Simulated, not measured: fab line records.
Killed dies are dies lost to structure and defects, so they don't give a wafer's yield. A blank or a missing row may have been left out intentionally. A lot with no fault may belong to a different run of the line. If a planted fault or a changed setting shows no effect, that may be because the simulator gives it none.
Comparing a struck lot with a sound one    flow nand_harc    14 out of 1302 route steps
Sound: wafers L596.1, L596.2, L596.5. Wafers struck: L593.1, L593.3, L593.6. At the end, the cause is stated.
Order at every step that has rows: each side's tool, ch and its chambers, its first start. Under that, the readings that differ: sound wafers    struck wafers    difference of the means    sigmas: that difference in standard deviations of wafers without a fault.
alike: a reading whose means differ by less than 2 such deviations, as well as words and numbers matching on both sides. not compared: withheld readings; readings where some wafer has no value; bounds like >300 that might hide an equal value; numbers whose values overlap and for which the record gives no deviation.
The two part at a step that has a row with sigmas, a row that says differs or no value, or rows on one side only. Non-overlapping numbers with no deviation appear without sigmas and do not part them. A reading that every wafer of one side lacks parts them only if that side has two wafers or more.

NHARC_A_STAIRCASE_TRIM_202: chemistry O2, time 211.2 s.
  sound: rie_diel-13 ch 0,2; struck: rie_diel-06 ch 1,3
  alike: drypump_motor_current_A, mfc_ar_sccm, oes_product_au, rf_vpp_V, showerhead_plenum_p_Torr, throttle_valve_pct
  not compared: rf_hours_counter_h
NHARC_A_STAIRCASE_ETCH_203: etches the open film in C4F8/O2, target depth 100 nm, time 40.5 s.
  sound: rie_diel-13 ch 1,2; struck: rie_diel-06 ch 1,2,3
  alike: bias_w, oes_product_au, rf_vpp_V
  not compared: rf_hours_counter_h
NHARC_A_STAIRCASE_STRIP_205: strips in O2.
  sound on plasma_asher-01 ch 0,1, day 20 21:14; struck on plasma_asher-02 ch 1, day 19 10:28
  alike: drypump_motor_current_A, heater_power_w
  not compared: rf_hours_counter_h
then, 8 steps without rows for these wafers: NHARC_A_STAIRCASE_STRIP_206 (strips in SPM, time 900 s); NHARC_A_STAIRCASE_PRECLEAN_207 (cleans in SC1); NHARC_A_STAIRCASE_SRD_208; NHARC_A_STAIRCASE_DEHYDRATE_209 (time 120 s); NHARC_A_STAIRCASE_HMDS_210 (time 30 s); NHARC_A_STAIRCASE_COAT_211; NHARC_A_STAIRCASE_SOFTBAKE_212 (time 170 s); NHARC_A_STAIRCASE_EBR_213.
NHARC_A_STAIRCASE_EXPOSE_214: exposes mask STAIR 3.
  sound on krf_scanner-02 ch 0, day 20 22:14; struck on krf_scanner-01 ch 0, day 19 11:36
reading               sound              struck             difference  sigmas
exposure_dose_mJ_cm2  31.31 31.22 31.26  28.57 28.61 28.64  -2.66       -86
  alike: mask
then, 1 step without rows for these wafers: NHARC_A_STAIRCASE_PEB_215 (peb time 130 s).
-- break in the record here, with 8 days between the starts of the struck wafers on either side (left off in module A_STAIRCASE, picked up again in module END, where the first step shown is number 1302 on the route) --
NHARC_END_SORT_01:
  sound on prober-02 ch 0, day 29 15:43; struck on prober-01 ch 0, day 27 23:13
  alike: killed_at_array, killed_at_other, killed_at_periphery, killed_dies, killed_open, killed_short

WHERE THEY PART
NHARC_A_STAIRCASE_EXPOSE_214 only, going by this record. Later steps at which nothing parts them and some readings are alike: NHARC_END_SORT_01.

WHY: what had been put in by the simulator
Process parameter drift: krf_scanner-01, from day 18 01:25 on, at NHARC_A_STAIRCASE_EXPOSE_214. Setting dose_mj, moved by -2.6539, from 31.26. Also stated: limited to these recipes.
